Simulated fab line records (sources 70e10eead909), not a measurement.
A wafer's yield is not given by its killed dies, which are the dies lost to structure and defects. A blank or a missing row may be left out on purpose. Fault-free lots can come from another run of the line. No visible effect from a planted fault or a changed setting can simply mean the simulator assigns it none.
Matching of chambers ; flow nand_harc ; NHARC_A_M0_PRE_CLEAN_31 on pecvd-04 has 3 sister chambers
The step time 12 s. 3 wafers are shown with their chamber, then 7 later ones without.

WAFERS, EACH WITH ITS CHAMBER
wafer;chamber;heater_power_w (W)
L606.1;1;740
L607.1;2;757
L607.4;0;736

WAFERS WHOSE CHAMBER IS MISSING
wafer;heater_power_w (W)
L607.6;638
L608.1;744
L608.4;728
L608.5;651
L610.1;737
L610.3;726
L610.4;726

WHICH CHAMBER EACH WENT THROUGH
wafer;from the rows above;in truth
L607.6;can't be placed: 0 or 1 or 2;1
L608.1;can't be placed: 1 or 0 or 2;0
L608.4;can't be placed: 0 or 1 or 2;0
L608.5;can't be placed: 0 or 1 or 2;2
L610.1;can't be placed: 0 or 1 or 2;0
L610.3;can't be placed: 0 or 1 or 2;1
L610.4;can't be placed: 0 or 1 or 2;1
Placed correctly: 0 of 7. Can't be placed from these rows: 7 (the true chamber is among the candidates in 7). Wrongly placed: 0.
How it was worked out, from the rows above alone: a wafer's distance from a chamber is the root of the sum, over the readings, of the square of ((its reading less the chamber's mean) divided by the reading's scatter). The wafer belongs to the nearest chamber; if the next one is less than 2 further off, it can't be placed. The mean given for a chamber averages the wafers shown for that chamber. The scatter: root of mean squared gap, hidden wafer to nearest shown wafer, with one shown wafer a chamber.
